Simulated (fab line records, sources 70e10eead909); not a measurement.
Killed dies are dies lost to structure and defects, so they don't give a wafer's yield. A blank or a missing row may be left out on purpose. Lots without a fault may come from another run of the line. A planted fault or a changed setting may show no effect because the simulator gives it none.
A struck lot beside a sound one | flow nand_harc | 15 steps out of a route of 1302
Sound: wafers L776.3, L776.5, L776.6. Struck: wafer L770.1. (L770.4 of the same lot was not struck and is left out.) The cause comes at the end.
At each step with rows: each side's tool, then ch and its chambers, then its first start. Under that, the readings that differ: sound wafers | struck wafers | difference of the means | sigmas: that difference in standard deviations of wafers without a fault.
alike: readings whose means differ by less than 2 such deviations, and words and numbers that are the same on both sides. not compared: withheld readings, readings that some wafer has no value for, bounds like >300 that may hide the same value, and numbers for which the record gives no deviation and whose values overlap.
The two part at a step that has a row with sigmas, a row that says differs or no value, or rows on one side only. Numbers that don't overlap but have no deviation are shown without sigmas and don't part them. A reading that every wafer of one side lacks parts them only if that side has two wafers or more.

NHARC_A_CHANNEL_HOLE_D2_STRIP_28: strips in O2.
  sound on rie_diel-08 ch 1,2,3; struck on rie_diel-08 ch 3
  alike: drypump_motor_current_A, oes_product_au, rf_vpp_V, showerhead_plenum_p_Torr, throttle_valve_pct
  not compared: rf_hours_counter_h
then, 2 steps without rows for these wafers: NHARC_A_CHANNEL_HOLE_D2_PRECLEAN_29 (cleans in SC1); NHARC_A_CHANNEL_HOLE_D2_SRD_30.
NHARC_A_CHANNEL_HOLE_D2_CD_MEAS_31:
  sound on cd_sem-02, day 21 07:19; struck on cd_sem-01, day 19 16:49
  alike: cd_nm
NHARC_A_CHANNEL_HOLE_D2_XSEM_32:
  sound on xsem-02 ch 0, day 21 07:25; struck on xsem-02 ch 0, day 19 16:55
  alike: bot_cd_nm, bow_nm, tilt_deg
NHARC_A_CHANNEL_HOLE_D2_INSPECT_40:
  sound on defect_inspect-02, day 21 07:30; struck on defect_inspect-01, day 19 17:01
  alike: raw_defect_count
then, 3 steps without rows for these wafers: NHARC_A_CHANNEL_FILL_D2_PRECLEAN_00 (cleans in SC1); NHARC_A_CHANNEL_FILL_D2_SRD_01; NHARC_A_CHANNEL_FILL_D2_ALD_02 (deposits SiO2, target thk 6 nm, pulse time 10 s, ald cycles 60).
NHARC_A_CHANNEL_FILL_D2_ALD_03: deposits SiNx, target thk 6 nm, pulse time 60 s, ald cycles 58.
  sound on ald_sin_batch-02 ch 0; struck on ald_sin_batch-01 ch 0
  reading                    | sound             | struck | difference | sigmas
  precursor_pulse_height_rel | 0.991 1.047 0.991 | 0.940  | -0.070     | -3
  not compared: ald_cycles
NHARC_A_CHANNEL_FILL_D2_ALD_14: deposits SiO2, target thk 2.5 nm, pulse time 10 s, ald cycles 25.
  sound on ald_hk-03 ch 0,3, day 21 14:38; struck on ald_hk-03 ch 3, day 19 22:05
  alike: heater_power_w, precursor_pulse_height_rel
  not compared: ald_cycles
NHARC_A_CHANNEL_FILL_D2_ALD_15: deposits SiNx, target thk 2 nm, pulse time 60 s, ald cycles 19.
  sound on ald_sin_batch-03 ch 0; struck on ald_sin_batch-02 ch 0
  alike: precursor_pulse_height_rel
  not compared: ald_cycles
NHARC_A_CHANNEL_FILL_D2_ALD_16: deposits SiO2, target thk 1.5 nm, pulse time 10 s, ald cycles 15.
  sound on ald_hk-01 ch 0,2,3, day 21 19:52; struck on ald_hk-02 ch 3, day 20 03:20
  reading    | sound    | struck | difference | sigmas
  ald_cycles | 15 15 15 | 13     | -2         |
  alike: heater_power_w, precursor_pulse_height_rel
then, 1 step without rows for these wafers: NHARC_A_CHANNEL_FILL_D2_ANNEAL_17 (time 1800 s).
NHARC_END_SORT_01:
  the record has rows for the sound wafers here (prober-01 ch 0, day 32 00:29) and none for the struck ones

WHERE THEY PART
First at NHARC_A_CHANNEL_FILL_D2_ALD_03; last, within this record, at NHARC_END_SORT_01.

WHY: what the simulator had put in
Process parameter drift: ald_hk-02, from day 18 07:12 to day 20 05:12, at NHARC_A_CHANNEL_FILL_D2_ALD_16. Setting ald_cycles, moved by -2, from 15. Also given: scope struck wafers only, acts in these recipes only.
